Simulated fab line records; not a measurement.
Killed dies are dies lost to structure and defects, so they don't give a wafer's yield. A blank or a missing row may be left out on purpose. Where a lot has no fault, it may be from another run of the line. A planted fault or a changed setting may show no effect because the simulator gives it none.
fab line records    flow n5-finfet
record lots=14  wafers=42  last-day=17
route steps=1938 shown BEOL_M10@1527 BEOL_M15@1817 MIM_TOP@1838
lots with no fault: from the same line, run without faults
start-h: hours from the record's first day to the start of the lot's first wafer shown    wait-h: hours since the lot's step before    " unchanged from the row above    L1.1+2: a row that stands for several wafers    - no value, or no start given    * or withheld: withheld    < > ~ a bound
route shown NAME@n: a module of which the file shows steps, and the number in the route of the first    usual: mean and standard deviation over wafers with no fault    same: alike in all rows    chamber/n: place in a boat    sites: each site's reading    _std_site: standard deviation across them    _edge_site: the outer-site mean with the inner-site mean subtracted    radius-mm: for every site, how far away it sits from the centre of the wafer    mask NAME#n: copy n    behind: the last tool/chamber to shape the wafer    hold: why the lot went on hold/how many hours it stayed there/how the hold came to an end    device: which transistor (n, p or np) failed to switch    end of line: tests run on the same wafers once the route is complete    a step with no rows: only its recipe    killed: at the first sort, the dies lost to defects and structure; wafer yield is something else    map: a wafer's dies, marking killed ones x, the rest . and places with no die _
set.NAME: the run value of the setting; set.NAME@STEP: its run value at that earlier step    model.NAME: the simulator's own value behind a step, which no gauge read
route steps across a sampled set of lots; one table per step, one row per wafer
services: when a tool's chamber went out of use (start-h, in hours from the record's first day, below 0 if earlier), for how many hours, and the reason
## steps
# step N5_BEOL_M10_SPUTTER_48
# recipe material=Cu  target-thk-a=120  temp-c=-20  bias-v=60  power-w=26000  chamber-pressure-pa=0.13  time-s=2
# usual throttle-valve-pct=29.7/1
lot.wafer  tool            chamber  start-h  wait-h  throttle-valve-pct
L391.1     pvd-sputter-03  -        237.45   0.1     31.0
L391.2     "               -        "        "       29.3
L391.3     "               -        "        "       29.8
L388.3     pvd-sputter-02  -        242.23   0.2     30.2
L388.5     "               -        "        "       30.2
L388.6     "               -        "        "       28.9
L389.1     pvd-sputter-02  -        252.63   0.1     30.3
L389.4     "               -        "        "       28.9
L389.5     "               -        "        "       28.1
L393.1     pvd-sputter-02  -        255.36   1.4     29.0
L393.2     "               -        "        "       30.1
L393.6     "               -        "        "       28.8
L392.2     pvd-sputter-01  -        259.66   0.1     28.7
L392.3     "               -        "        "       29.9
L392.5     "               -        "        "       30.9
L396.1     pvd-sputter-03  -        282.55   0.1     31.1
L396.3     "               -        "        "       28.0
L396.5     "               -        "        "       30.3
L395.3     pvd-sputter-03  -        284.75   0.1     30.1
L395.4     "               -        "        "       29.1
L395.5     "               -        "        "       29.9
L397.1     pvd-sputter-03  -        285.83   0.2     31.2
L397.3     "               -        "        "       28.2
L397.5     "               -        "        "       29.2
L398.2     pvd-sputter-02  -        289.33   0.1     29.0
L398.4     "               -        "        "       30.0
L398.5     "               -        "        "       29.2
L399.2     pvd-sputter-02  -        299.63   0.1     30.5
L399.4     "               -        "        "       28.7
L399.6     "               -        "        "       30.1
L401.3     pvd-sputter-03  -        311.01   0.1     27.9
L401.4     "               -        "        "       28.9
L401.5     "               -        "        "       31.3
L402.1     pvd-sputter-03  -        312.09   0.1     27.9
L402.3     "               -        "        "       29.4
L402.4     "               -        "        "       31.5
L406.1     pvd-sputter-02  -        343.42   0.1     30.4
L406.2     "               -        "        "       29.0
L406.5     "               -        "        "       30.4
L410.1     pvd-sputter-01  -        362.52   0.1     28.6
L410.2     "               -        "        "       31.1
L410.4     "               -        "        "       30.8
# step N5_BEOL_M15_DEGAS_41
# recipe ambient=vacuum  temp-c=300  time-s=60
# usual heater-power-w=455/35
lot.wafer  tool            chamber  start-h  wait-h  heater-power-w
L391.1     pvd-sputter-03  -        270.56   0.2     471
L391.2     "               -        "        "       401
L391.3     "               -        "        "       468
L388.3     pvd-sputter-02  -        270.59   0.2     454
L388.5     "               -        "        "       482
L388.6     "               -        "        "       486
L389.1     pvd-sputter-03  -        282.23   0.3     439
L389.4     "               -        "        "       467
L389.5     "               -        "        "       454
L393.1     pvd-sputter-01  -        288.72   1.3     446
L393.2     "               -        "        "       369
L393.6     "               -        "        "       441
L392.2     pvd-sputter-02  -        293.88   0.3     474
L392.3     "               -        "        "       457
L392.5     "               -        "        "       485
L395.3     pvd-sputter-03  -        318.97   0.0     474
L395.4     "               -        "        "       470
L395.5     "               -        "        "       470
L396.1     pvd-sputter-03  -        321.34   1.7     484
L396.3     "               -        "        "       499
L396.5     "               -        "        "       486
L397.1     pvd-sputter-03  -        322.02   0.2     484
L397.3     "               -        "        "       473
L397.5     "               -        "        "       491
L398.2     pvd-sputter-03  -        326.92   0.6     486
L398.4     "               -        "        "       487
L398.5     "               -        "        "       477
L399.2     pvd-sputter-01  -        334.82   0.5     440
L399.4     "               -        "        "       445
L399.6     "               -        "        "       448
L401.3     pvd-sputter-03  -        345.35   0.2     484
L401.4     "               -        "        "       440
L401.5     "               -        "        "       478
L402.1     pvd-sputter-01  -        345.88   0.4     449
L402.3     "               -        "        "       429
L402.4     "               -        "        "       379
L406.1     pvd-sputter-01  -        378.47   0.6     371
L406.2     "               -        "        "       448
L406.5     "               -        "        "       450
L410.1     pvd-sputter-03  -        395.63   0.3     448
L410.2     "               -        "        "       419
L410.4     "               -        "        "       488
# step N5_BEOL_M15_INSPECT_55
# recipe inspect-instrument=darkfield  mode=post-dep
# usual raw-defect-count=69/22
lot.wafer  tool               chamber  start-h  wait-h  raw-defect-count
L391.1     defect-inspect-01  -        271.91   0.0     49
L391.2     "                  -        "        "       47
L391.3     "                  -        "        "       50
L388.3     defect-inspect-01  -        271.94   0.0     54
L388.5     "                  -        "        "       65
L388.6     "                  -        "        "       83
L389.1     defect-inspect-01  -        283.73   0.0     68
L389.4     "                  -        "        "       86
L389.5     "                  -        "        "       104
L393.1     defect-inspect-01  -        290.06   0.0     108
L393.2     "                  -        "        "       57
L393.6     "                  -        "        "       119
L392.2     defect-inspect-01  -        295.23   0.0     46
L392.3     "                  -        "        "       70
L392.5     "                  -        "        "       61
L395.3     defect-inspect-02  -        320.44   0.0     73
L395.4     "                  -        "        "       71
L395.5     "                  -        "        "       69
L396.1     defect-inspect-01  -        322.96   0.0     85
L396.3     "                  -        "        "       71
L396.5     "                  -        "        "       90
L397.1     defect-inspect-01  -        323.51   0.0     86
L397.3     "                  -        "        "       104
L397.5     "                  -        "        "       96
L398.2     defect-inspect-02  -        328.26   0.0     35
L398.4     "                  -        "        "       55
L398.5     "                  -        "        "       44
L399.2     defect-inspect-02  -        336.16   0.0     41
L399.4     "                  -        "        "       38
L399.6     "                  -        "        "       70
L401.3     defect-inspect-01  -        346.98   0.0     49
L401.4     "                  -        "        "       45
L401.5     "                  -        "        "       65
L402.1     defect-inspect-02  -        347.47   0.0     62
L402.3     "                  -        "        "       46
L402.4     "                  -        "        "       59
L406.1     defect-inspect-02  -        379.86   0.0     69
L406.2     "                  -        "        "       45
L406.5     "                  -        "        "       61
L410.1     defect-inspect-02  -        397.25   0.0     68
L410.2     "                  -        "        "       51
L410.4     "                  -        "        "       69
# step N5_BEOL_M15_RC_MEAS_101
# usual COMB_M10=1.47e-11/2.9e-12  COMB_M10_max_site=2.1e-11/4.3e-12  COMB_M11=1.48e-11/2.9e-12  COMB_M12=6.6e-12/1.3e-12  COMB_M13=5.4e-12/1.3e-12  COMB_M14=4.1e-12/8e-13  COMB_M15=2.9e-12/7e-13  COMB_M5=3.6e-11/7.9e-12  COMB_M6=2.6e-11/6.4e-12  COMB_M7=2.6e-11/5.1e-12  COMB_M8=2.6e-11/5.1e-12  COMB_M9=1.5e-11/3.2e-12  COMB_M9_max_site=2.2e-11/5e-12  SERP_M10=3.08/0.077  SERP_M10_max_site=3.17/0.073  SERP_M11=3.08/0.077  SERP_M12=0.639/0.014  SERP_M13=0.309/0.0055  SERP_M14=0.162/0.0031  SERP_M5=38.9/1.3  SERP_M6=13.8/0.46  SERP_M7=13.9/0.5  SERP_M8=13.8/0.51  SERP_M9=3.07/0.085
lot.wafer  tool       chamber  start-h  wait-h  COMB_M10[S/m]  COMB_M10_max_site[S/m]  COMB_M11[S/m]  COMB_M12[S/m]  COMB_M13[S/m]  COMB_M14[S/m]  COMB_M15[S/m]  COMB_M5[S/m]  COMB_M6[S/m]  COMB_M7[S/m]  COMB_M8[S/m]  COMB_M9[S/m]  COMB_M9_max_site[S/m]  SERP_M10[ohm/um]  SERP_M10_max_site[ohm/um]  SERP_M11[ohm/um]  SERP_M12[ohm/um]  SERP_M13[ohm/um]  SERP_M14[ohm/um]  SERP_M5[ohm/um]  SERP_M6[ohm/um]  SERP_M7[ohm/um]  SERP_M8[ohm/um]  SERP_M9[ohm/um]
L391.1     prober-01  0        271.93   0.0     1.82e-11       2.6e-11                 1.62e-11       6.9e-12        2.7e-12        4.8e-12        1.8e-12        3.2e-11       2.3e-11       3.2e-11       2.9e-11       1.5e-11       1.8e-11                3.14              3.26                       3.07              0.637             0.307             0.161             37.1             13.5             13.4             13.4             3.12
L391.2     "          0        "        "       1.48e-11       1.9e-11                 1.79e-11       6.4e-12        4.8e-12        2.9e-12        1.9e-12        4.4e-11       2.3e-11       2.8e-11       2.3e-11       1.7e-11       2.7e-11                3.14              3.21                       2.95              0.653             0.304             0.162             38.9             13.8             13.7             13.2             2.91
L391.3     "          0        "        "       1.31e-11       1.6e-11                 1.64e-11       5.7e-12        4.4e-12        2.4e-12        1.7e-12        3.6e-11       2.7e-11       2.4e-11       2.5e-11       1.2e-11       1.7e-11                3.14              3.19                       3.08              0.647             0.312             0.160             37.3             13.9             13.5             12.3             3.03
L388.3     prober-02  0        272.27   0.3     1.23e-11       1.8e-11                 1.49e-11       8e-12          5.2e-12        3.5e-12        4e-12          3.7e-11       1.9e-11       2.2e-11       2.4e-11       1.8e-11       2.4e-11                3.00              3.11                       3.25              0.631             0.309             0.166             37.4             13.8             13.2             12.8             3.00
L388.5     "          0        "        "       1.56e-11       2.4e-11                 1.59e-11       6e-12          4.3e-12        3.7e-12        3.2e-12        2.6e-11       1.9e-11       2.5e-11       2.6e-11       1.7e-11       2.3e-11                3.14              3.26                       3.08              0.647             0.311             0.163             40.0             14.0             13.8             13.6             3.10
L388.6     "          0        "        "       1.38e-11       2.1e-11                 1.74e-11       5.4e-12        4.4e-12        4.2e-12        3e-12          2.9e-11       1.9e-11       3.4e-11       1.8e-11       1.9e-11       2.3e-11                3.06              3.27                       3.20              0.633             0.319             0.160             41.0             13.9             13.8             13.5             2.97
L389.1     prober-02  0        283.77   0.0     1.83e-11       2.1e-11                 1.27e-11       5.8e-12        7.5e-12        4.1e-12        3.3e-12        5.1e-11       2.4e-11       2.7e-11       2.3e-11       1.9e-11       3.4e-11                3.10              3.18                       3.00              0.651             0.317             0.160             37.3             14.3             15.3             13.2             3.02
L389.4     "          0        "        "       2.03e-11       2.4e-11                 1.21e-11       7.3e-12        7.7e-12        4.8e-12        5.3e-12        3.4e-11       2.6e-11       2.8e-11       2.1e-11       1.8e-11       2.5e-11                3.11              3.22                       2.99              0.637             0.310             0.163             35.8             13.9             14.3             13.5             2.91
L389.5     "          0        "        "       1.87e-11       2.8e-11                 1.94e-11       6.2e-12        5.4e-12        4.5e-12        3.6e-12        5.2e-11       1.9e-11       3.8e-11       2.3e-11       1.5e-11       2.2e-11                3.18              3.28                       2.93              0.649             0.304             0.163             37.3             13.7             14.4             13.9             3.05
L393.1     prober-02  0        290.09   0.0     1.47e-11       2e-11                   1.08e-11       8.4e-12        5.8e-12        3.7e-12        2.9e-12        3.2e-11       2.5e-11       2.7e-11       3.2e-11       2e-11         2.7e-11                2.99              3.12                       2.99              0.642             0.319             0.166             41.0             13.5             12.9             14.5             3.06
L393.2     "          0        "        "       1.84e-11       2.7e-11                 1.39e-11       6.7e-12        6.6e-12        4.2e-12        2.5e-12        3.3e-11       2e-11         2.3e-11       3.3e-11       1.4e-11       1.8e-11                3.15              3.25                       3.09              0.630             0.314             0.163             38.3             14.1             13.5             13.4             2.94
L393.6     "          0        "        "       1.32e-11       1.8e-11                 1.21e-11       8.1e-12        6.1e-12        5.8e-12        2.2e-12        3.3e-11       3.4e-11       1.8e-11       3.5e-11       1.3e-11       1.7e-11                2.96              3.03                       3.10              0.625             0.308             0.163             39.0             13.6             13.7             13.8             3.02
L392.2     prober-02  0        295.41   0.2     1.28e-11       2e-11                   1.52e-11       6.2e-12        8.7e-12        4.8e-12        3.4e-12        2.8e-11       2.3e-11       2.9e-11       2.8e-11       1.7e-11       2.6e-11                3.07              3.11                       3.00              0.644             0.311             0.164             37.5             13.7             14.2             13.8             3.15
L392.3     "          0        "        "       1.8e-11        2.2e-11                 1.35e-11       7.4e-12        6.9e-12        4.2e-12        3.3e-12        3.3e-11       2.7e-11       2.5e-11       3.8e-11       1.4e-11       1.8e-11                2.95              3.09                       2.96              0.641             0.311             0.158             40.9             13.6             13.9             13.3             3.15
L392.5     "          0        "        "       1.43e-11       1.8e-11                 1.38e-11       6.3e-12        5.4e-12        4.7e-12        2.8e-12        4e-11         2.7e-11       2.7e-11       3e-11         1.3e-11       2.8e-11                3.00              3.13                       3.03              0.632             0.302             0.159             36.9             13.0             14.1             14.5             3.10
L395.3     prober-01  0        320.77   0.3     1.68e-11       2.7e-11                 1.23e-11       5.3e-12        4.4e-12        4e-12          2.9e-12        2.4e-11       2.2e-11       2.2e-11       2.7e-11       1.3e-11       2.1e-11                3.07              3.18                       3.14              0.622             0.312             0.160             39.2             13.3             14.3             13.3             3.10
L395.4     "          0        "        "       1.25e-11       1.9e-11                 1.45e-11       5.2e-12        3.2e-12        2.8e-12        1.9e-12        2.6e-11       2.3e-11       2e-11         2.8e-11       1.3e-11       1.8e-11                3.09              3.17                       3.04              0.633             0.300             0.158             38.5             13.7             14.8             14.3             3.19
L395.5     "          0        "        "       1.19e-11       2.7e-11                 1.57e-11       3.7e-12        4.6e-12        2.5e-12        2.7e-12        2.5e-11       2.7e-11       2.2e-11       3.2e-11       1.5e-11       2.3e-11                3.24              3.33                       3.19              0.612             0.313             0.157             38.5             13.7             14.5             13.9             3.15
L396.1     prober-02  0        322.99   0.0     1.35e-11       1.8e-11                 1.46e-11       6e-12          5.7e-12        4e-12          3.7e-12        3.3e-11       2.9e-11       3.2e-11       2.7e-11       2.3e-11       2.9e-11                3.01              3.05                       3.26              0.639             0.305             0.159             38.4             14.1             14.1             13.7             3.25
L396.3     "          0        "        "       1.77e-11       2.2e-11                 1.24e-11       7.7e-12        6.4e-12        4.2e-12        3.7e-12        3.6e-11       2.7e-11       2.5e-11       2.7e-11       1.9e-11       2.4e-11                3.06              3.16                       3.11              0.636             0.308             0.164             41.3             13.9             14.5             14.5             3.13
L396.5     "          0        "        "       2.2e-11        2.9e-11                 1.61e-11       6.9e-12        5.3e-12        3.6e-12        4.5e-12        3e-11         2.5e-11       3.3e-11       3e-11         1.7e-11       2.8e-11                3.12              3.18                       3.19              0.645             0.313             0.162             40.0             13.9             14.3             13.4             3.09
L397.1     prober-01  0        323.54   0.0     1.46e-11       2.5e-11                 1.7e-11        3.6e-12        4e-12          1.5e-12        1.7e-12        4e-11         2.4e-11       1.9e-11       1.7e-11       1.2e-11       1.4e-11                3.07              3.22                       3.16              0.636             0.314             0.165             39.1             13.9             14.2             13.2             3.16
L397.3     "          0        "        "       1.27e-11       1.8e-11                 1.08e-11       7e-12          4.9e-12        2.5e-12        2.1e-12        4.2e-11       2.2e-11       2.3e-11       1.8e-11       1.3e-11       1.8e-11                3.17              3.23                       3.05              0.661             0.304             0.159             40.0             13.8             13.6             13.7             3.11
L397.5     "          0        "        "       1.52e-11       1.9e-11                 1.8e-11        4.7e-12        4.5e-12        2.3e-12        1.8e-12        4.4e-11       2.6e-11       2.3e-11       1.3e-11       1.4e-11       1.6e-11                3.19              3.25                       3.07              0.635             0.300             0.161             38.8             13.7             14.5             13.2             3.14
L398.2     prober-02  0        328.44   0.2     1.63e-11       2.8e-11                 1.49e-11       5.6e-12        4.2e-12        3.6e-12        3.3e-12        3.8e-11       2.8e-11       3.3e-11       2.7e-11       1.3e-11       2e-11                  3.09              3.17                       3.10              0.660             0.303             0.160             40.7             14.1             13.6             13.4             3.09
L398.4     "          0        "        "       1.55e-11       2.1e-11                 1.51e-11       6.1e-12        4.3e-12        5.1e-12        3.4e-12        5e-11         2.4e-11       2.6e-11       3.1e-11       1.6e-11       2.3e-11                3.25              3.28                       3.16              0.663             0.305             0.165             40.6             14.1             14.1             12.9             3.12
L398.5     "          0        "        "       1.49e-11       3e-11                   1.91e-11       6e-12          6.5e-12        3.1e-12        3.5e-12        3.7e-11       2.6e-11       2.2e-11       2.4e-11       2e-11         3.6e-11                3.21              3.29                       3.11              0.676             0.302             0.158             37.8             14.4             13.7             13.5             3.18
L399.2     prober-02  0        336.34   0.2     1.54e-11       1.8e-11                 1.26e-11       7.7e-12        7.9e-12        4.1e-12        3.3e-12        2.3e-11       2.6e-11       2.3e-11       2.9e-11       1.1e-11       2.2e-11                3.09              3.18                       3.01              0.640             0.301             0.166             37.8             12.9             14.6             13.7             3.07
L399.4     "          0        "        "       1.72e-11       2.3e-11                 1.39e-11       7e-12          6.2e-12        4.4e-12        3.2e-12        2.5e-11       2.3e-11       3.2e-11       2.9e-11       1.2e-11       1.7e-11                3.07              3.21                       3.05              0.640             0.311             0.163             40.1             13.3             13.6             13.5             2.98
L399.6     "          0        "        "       1.7e-11        2.1e-11                 1.94e-11       9e-12          6.6e-12        4.3e-12        3e-12          3.7e-11       2.1e-11       2.7e-11       2.9e-11       1.6e-11       2.4e-11                3.08              3.11                       3.12              0.649             0.308             0.162             38.8             13.6             13.6             13.6             2.96
L401.3     prober-01  0        347.31   0.3     1.32e-11       2.6e-11                 1.34e-11       6.9e-12        5.1e-12        2.2e-12        2.7e-12        4.9e-11       2.8e-11       2.2e-11       2.5e-11       2.3e-11       2.6e-11                ~7142.9           ~7142.9                    2.96              0.637             0.310             0.162             37.9             14.6             13.1             13.9             2.97
L401.4     "          0        "        "       1.59e-11       2.4e-11                 1.38e-11       4.7e-12        3.7e-12        4.9e-12        2.3e-12        4.4e-11       2e-11         2.2e-11       2e-11         1.8e-11       1.9e-11                3.15              3.20                       3.12              0.633             0.304             0.164             37.5             15.0             13.8             14.0             3.15
L401.5     "          0        "        "       1.57e-11       2.2e-11                 1.69e-11       4.6e-12        3.9e-12        3.4e-12        2.7e-12        3e-11         2.4e-11       2.6e-11       3e-11         1.6e-11       1.9e-11                3.07              3.12                       3.06              0.631             0.302             0.162             39.0             13.0             13.9             13.7             3.05
L402.1     prober-02  0        347.50   0.0     1.32e-11       1.5e-11                 1.8e-11        7.3e-12        4.5e-12        4.8e-12        2.6e-12        3.9e-11       3.6e-11       3.1e-11       2.8e-11       1.6e-11       2.4e-11                ~7142.9           ~7142.9                    2.94              0.637             0.307             0.162             39.2             14.4             13.6             14.1             3.13
L402.3     "          0        "        "       1.31e-11       2.2e-11                 1.5e-11        6.6e-12        4.4e-12        5e-12          2.5e-12        3.1e-11       2.4e-11       2.9e-11       2.2e-11       1.9e-11       2.4e-11                ~7142.9           ~7142.9                    3.02              0.632             0.314             0.163             38.6             13.4             14.3             13.9             3.00
L402.4     "          0        "        "       1.12e-11       1.6e-11                 1.24e-11       6.6e-12        6.5e-12        5.8e-12        2.3e-12        2.6e-11       3.1e-11       2.1e-11       2.3e-11       1.1e-11       1.5e-11                3.15              3.21                       2.90              0.629             0.302             0.166             39.7             13.6             14.2             13.8             3.18
L406.1     prober-01  0        379.89   0.0     8.2e-12        1.4e-11                 1.33e-11       5.1e-12        8e-12          5e-12          3e-12          3.3e-11       3.2e-11       3e-11         2.1e-11       2.1e-11       2.8e-11                3.09              3.17                       3.13              0.650             0.301             0.156             40.0             14.9             13.7             14.2             3.10
L406.2     "          0        "        "       1.47e-11       2.3e-11                 1.46e-11       7.9e-12        6.9e-12        3.2e-12        2.2e-12        4.3e-11       2.4e-11       1.9e-11       2.7e-11       1.5e-11       2.4e-11                3.08              3.16                       3.11              0.654             0.315             0.161             42.1             13.9             14.3             14.0             3.16
L406.5     "          0        "        "       1.45e-11       2e-11                   1.54e-11       8.7e-12        4e-12          2.9e-12        2.8e-12        5.2e-11       2e-11         3.5e-11       3.1e-11       1.7e-11       2.6e-11                3.05              3.12                       3.14              0.651             0.314             0.166             41.1             14.3             13.7             13.6             3.14
L410.1     prober-01  0        397.27   0.0     1.43e-11       2.8e-11                 1.46e-11       5.7e-12        5e-12          4e-12          2.5e-12        4.2e-11       4.7e-11       2.2e-11       2.6e-11       1.7e-11       2.4e-11                3.16              3.21                       2.90              0.653             0.308             0.163             37.1             14.3             14.4             14.1             3.17
L410.2     "          0        "        "       1.29e-11       2e-11                   1.58e-11       7.6e-12        4.4e-12        3.7e-12        1.6e-12        6.1e-11       3.3e-11       2.1e-11       2.8e-11       1.3e-11       1.8e-11                3.08              3.21                       3.11              0.624             0.306             0.156             39.8             13.8             14.5             14.2             3.05
L410.4     "          0        "        "       1.17e-11       1.7e-11                 1.56e-11       5.3e-12        3.4e-12        4.7e-12        3.9e-12        4.4e-11       3.2e-11       2.6e-11       2.7e-11       1.3e-11       1.8e-11                3.14              3.18                       3.05              0.622             0.303             0.165             42.2             14.0             14.0             14.2             3.09
# sites SERP_M10 radius-mm=0,75,75,75,75,140,140,140,140
L391.1 3.06 3.18 3.14 3.12 3.10 3.26 3.11 3.19 3.20
L388.3 3.00 3.08 2.96 3.07 2.94 3.11 2.95 3.06 2.98
L389.1 3.14 3.18 3.11 3.15 3.10 3.03 3.01 3.02 2.95
L393.1 2.89 2.99 2.94 2.95 2.98 3.12 3.05 3.01 3.06
L392.2 3.01 3.09 2.99 3.04 3.07 3.11 3.07 3.11 3.10
L395.3 3.18 3.10 3.13 3.11 3.07 2.95 2.97 3.03 2.89
L396.1 3.04 3.05 2.99 3.01 3.05 2.98 3.04 3.01 3.00
L397.1 3.06 3.06 3.07 3.09 3.07 3.12 3.14 3.22 3.04
L398.2 3.01 3.08 3.03 3.09 3.04 3.10 3.15 3.17 3.13
L399.2 3.05 3.08 3.08 3.07 3.09 3.11 3.15 3.18 3.16
L406.1 2.99 3.06 3.01 3.09 2.99 3.17 3.11 3.14 3.15
L410.1 3.12 3.16 3.18 3.13 3.12 3.21 3.19 3.13 3.20
# step N5_MIM_TOP_SPUTTER_03
# recipe material=TiN  target-thk-a=350  temp-c=200  power-w=3000  chamber-pressure-pa=0.49996  gas=Ar  reactive-partial-pa=0.37997  time-s=89.7
# usual throttle-valve-pct=29.6/1.1
lot.wafer  tool            chamber  start-h  wait-h  throttle-valve-pct
L391.1     pvd-sputter-02  -        274.06   0.0     28.3
L391.2     "               -        "        "       30.3
L391.3     "               -        "        "       30.1
L388.3     pvd-sputter-03  -        274.10   0.0     29.4
L388.5     "               -        "        "       29.7
L388.6     "               -        "        "       27.9
L389.1     pvd-sputter-01  -        286.36   0.0     30.9
L389.4     "               -        "        "       28.7
L389.5     "               -        "        "       30.8
L393.1     pvd-sputter-03  -        293.96   0.0     29.1
L393.2     "               -        "        "       29.9
L393.6     "               -        "        "       29.9
L392.2     pvd-sputter-03  -        299.57   0.0     31.2
L392.3     "               -        "        "       29.8
L392.5     "               -        "        "       29.7
L395.3     pvd-sputter-03  -        322.98   0.0     29.1
L395.4     "               -        "        "       27.9
L395.5     "               -        "        "       29.1
L396.1     pvd-sputter-03  -        327.28   0.0     28.1
L396.3     "               -        "        "       29.2
L396.5     "               -        "        "       29.3
L397.1     pvd-sputter-01  -        327.47   0.0     30.0
L397.3     "               -        "        "       28.4
L397.5     "               -        "        "       28.5
L398.2     pvd-sputter-02  -        331.44   0.0     28.6
L398.4     "               -        "        "       30.1
L398.5     "               -        "        "       28.5
L399.2     pvd-sputter-03  -        338.70   0.0     29.2
L399.4     "               -        "        "       31.6
L399.6     "               -        "        "       29.3
L401.3     pvd-sputter-02  -        350.46   0.0     30.1
L401.4     "               -        "        "       29.1
L401.5     "               -        "        "       30.5
L402.1     pvd-sputter-02  -        350.62   0.0     30.3
L402.3     "               -        "        "       28.4
L402.4     "               -        "        "       30.1
L406.1     pvd-sputter-03  -        383.46   0.0     31.1
L406.2     "               -        "        "       29.3
L406.5     "               -        "        "       29.6
L410.1     pvd-sputter-02  -        401.13   0.0     28.7
L410.2     "               -        "        "       30.4
L410.4     "               -        "        "       28.6
## services
tool            chamber  start-h  hours  kind
pvd-sputter-03  -        340.21   4.5    repair
## key
first-sign step=N5_BEOL_M15_RC_MEAS_101  reading=SERP_M10  direction=up  sigmas=99+  usual=3.08  struck=~7142.9
effect step=N5_BEOL_M15_RC_MEAS_101  reading=SERP_M10_max_site  direction=up  sigmas=99+  usual=3.17  struck=~7142.9
met-at N5_BEOL_M10_SPUTTER_48
struck-lots L401,L402
struck-wafers L401.3,L402.1,L402.3
sort-left-out L401.3,L402.1,L402.3
not-acting-at N5_BEOL_M15_DEGAS_41,N5_BEOL_M15_INSPECT_55,N5_MIM_TOP_SPUTTER_03
onset-between 285.83 311.01
fault kind=process-parameter-drift  tool=pvd-sputter-03  chamber=-  onset-h=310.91  steps=N5_BEOL_M10_SPUTTER_48  channel=time-s  offset=*  shape=step  end-h=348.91  scope=struck-wafers-only  acts-in=*  stated=*
# sort-left-out: the simulated sort isn't trusted on such a fault, so these wafers' sort isn't shown, and their yield isn't known
